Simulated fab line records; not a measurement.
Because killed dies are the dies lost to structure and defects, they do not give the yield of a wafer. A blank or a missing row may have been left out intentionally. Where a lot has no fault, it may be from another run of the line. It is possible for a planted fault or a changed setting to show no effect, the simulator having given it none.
Chamber matching :: flow n5-finfet :: N5_MOL_CONTACT_COAG_ALD_123 on ald-sin-02: 4 sister chambers
The step deposits SiNx, target thk 5 nm, pulse time 1 s, purge time 2 s. 4 wafers are shown with their chamber, then 11 later ones without.

== EACH WAFER AND ITS CHAMBER ==
wafer: L078.2
chamber: 3
heater-power-w (W): 798

wafer: L078.3
chamber: 0
heater-power-w (W): 787

wafer: L078.6
chamber: 1
heater-power-w (W): 780

wafer: L082.1
chamber: 2
heater-power-w (W): 904

== WAFERS WITHOUT THEIR CHAMBER ==
wafer: L082.2
heater-power-w (W): 801

wafer: L082.3
heater-power-w (W): 795

wafer: L086.2
heater-power-w (W): 800

wafer: L086.3
heater-power-w (W): 780

wafer: L086.5
heater-power-w (W): 782

wafer: L092.1
heater-power-w (W): 799

wafer: L092.3
heater-power-w (W): 769

wafer: L092.4
heater-power-w (W): 757

wafer: L097.1
heater-power-w (W): 789

wafer: L097.3
heater-power-w (W): 913

wafer: L097.5
heater-power-w (W): 763

== THE CHAMBER EACH PASSED THROUGH ==
wafer: L082.2
from the rows above: can't be placed: 3 or 0 or 1
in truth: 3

wafer: L082.3
from the rows above: can't be placed: 3 or 0 or 1
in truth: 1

wafer: L086.2
from the rows above: can't be placed: 3 or 0 or 1
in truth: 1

wafer: L086.3
from the rows above: can't be placed: 1 or 0 or 3
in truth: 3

wafer: L086.5
from the rows above: can't be placed: 1 or 0 or 3
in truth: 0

wafer: L092.1
from the rows above: can't be placed: 3 or 0 or 1
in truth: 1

wafer: L092.3
from the rows above: can't be placed: 1 or 0 or 3
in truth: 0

wafer: L092.4
from the rows above: can't be placed: 1 or 0 or 3
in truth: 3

wafer: L097.1
from the rows above: can't be placed: 0 or 1 or 3
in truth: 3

wafer: L097.3
from the rows above: 2
in truth: 2

wafer: L097.5
from the rows above: can't be placed: 1 or 0 or 3
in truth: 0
Correctly placed: 1 of 11. Unplaceable from these rows: 10, with the true chamber sitting among the candidates in 10. Number placed wrongly: 0.
How it was worked out, from the rows above alone: a wafer's distance from a chamber is the root of the sum, over the readings, of the square of ((its reading less the chamber's mean) divided by the reading's scatter). The wafer belongs to the nearest chamber; if the next one is less than 2 further off, it can't be placed. Each chamber's mean is taken over the wafers shown for it. The scatter: with one shown wafer a chamber, the root of the mean of the squares of how far each hidden wafer lies from its nearest shown one.
